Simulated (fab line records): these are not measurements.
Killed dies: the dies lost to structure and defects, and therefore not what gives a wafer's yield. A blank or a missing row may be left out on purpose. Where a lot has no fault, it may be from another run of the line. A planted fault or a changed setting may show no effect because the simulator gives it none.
Split-lot experiment	flow n5-finfet	21 wafers read across 7 lots, on a route 1938 steps long

## SPLIT DETAILS
At N5_BEOL_M4_COAT_73 (time 60 s, resist thk 5 nm), the setting spin-rpm was moved away from the recipe's 1500 rpm on 7 of the 21 wafers read, by -6.6% to +3.7%. For the rest of the wafers, this setting stayed at what the recipe calls for.

## FROM THE SPLIT TO THE READING: what the file shows between them, 5 steps
- N5_BEOL_M4_EXPOSE_08: exposes mask M4 (also split here: dose-mj)
- N5_BEOL_M4_PEB_09: peb time 60 s
- N5_BEOL_M4_DEVELOP_10: develop time 30 s
- N5_BEOL_M4_CD_MEAS_11: target cd 16.79 nm
- N5_BEOL_M4_DESCUM_16: chemistry O2, time 7 s

## THE READING
etch.depth-nm (the simulator's own value, which no gauge read), in nm, at N5_BEOL_M4_ETCH_74 (etches underlayer in N2/H2, target depth 6.5 nm, time 5.2 s). There is no usual value for it anywhere in the file. Across the 14 wafers here that went through the recipe, the average is 4.985 nm and the standard deviation 0.016 nm.

wafer	tool, chamber at the split	spin-rpm as run, rpm	against the recipe	etch.depth-nm, nm	against lot-mates on the recipe
L077.4	litho-track-05, 0	1500	recipe	4.992	-
L077.5	litho-track-05, 0	1500	recipe	4.98	-
L077.6	litho-track-05, 0	1500	recipe	4.996	-
L084.1	litho-track-05, 0	1500	recipe	4.958	-
L084.5	litho-track-05, 0	1500	recipe	4.968	-
L084.6	litho-track-05, 0	1500	recipe	4.965	-
L085.1	litho-track-02, 0	1555	+3.7%	4.888	no lot-mate on the recipe
L085.3	litho-track-02, 0	1555	+3.7%	4.885	no lot-mate on the recipe
L085.6	litho-track-02, 0	1555	+3.7%	4.897	no lot-mate on the recipe
L087.1	litho-track-03, 0	1500	recipe	5.002	-
L087.3	litho-track-03, 0	1500	recipe	5.011	-
L087.5	litho-track-03, 0	1500	recipe	5.007	-
L091.1	litho-track-03, 0	1401	-6.6%	5.163	+0.190
L091.2	litho-track-03, 0	1500	recipe	4.973	-
L091.4	litho-track-03, 0	1401	-6.6%	5.16	+0.187
L090.1	litho-track-02, 0	1500	recipe	4.994	-
L090.2	litho-track-02, 0	1444	-3.7%	5.094	+0.100
L090.3	litho-track-02, 0	1444	-3.7%	5.09	+0.096
L093.2	litho-track-03, 0	1500	recipe	4.98	-
L093.3	litho-track-03, 0	1500	recipe	4.988	-
L093.4	litho-track-03, 0	1500	recipe	4.977	-

FIT RESULTS
A straight line over all 21 wafers: etch.depth-nm changes by -0.0268 nm for each +1% of spin-rpm; r = -0.98; the points scatter about the line by 0.014 nm.
The same after taking each lot's own level away (the mean of its wafers on the recipe; 18 wafers): -0.0281 nm for each +1%; r = -1.00; scatter 0.0051 nm.
The reading moves by 0.19 nm for the largest change in spin-rpm, on that fit.
From 4.9637 to 5.0067 nm: that is the span of the lots' own levels, equal to 2.8 times the standard deviation above.
So the lot-to-lot level changes the slope little: the two slopes agree.
Check: +0.182 nm against its lot-mates is what the line predicts for one of the wafers moved furthest among these (-6.6%) when that wafer is left out of the fit. It came out at +0.19 nm against them.

## THE OTHER SPLITS THESE WAFERS WENT THROUGH
These wafers also went through other splits before the reading. Each is held against what the fit with the lots' levels taken away leaves over:
other split on the same wafers	wafers away from the commonest value	r with etch.depth-nm (lot level and that fit taken away)
N5_BEOL_M2_COAT_62 spin-rpm	5	+0.23
N5_BEOL_M2_COAT_73 temp-c	8	+0.29
N5_BEOL_M2_ETCH_69 bias-w	3	-0.29
N5_BEOL_M2_ETCH_70 bias-w	9	+0.43
N5_BEOL_M4_EXPOSE_08 dose-mj	8	-0.13

## FILE'S OWN FIT
etch.depth-nm changes by -0.0281 nm for each +1% of spin-rpm, r = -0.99.
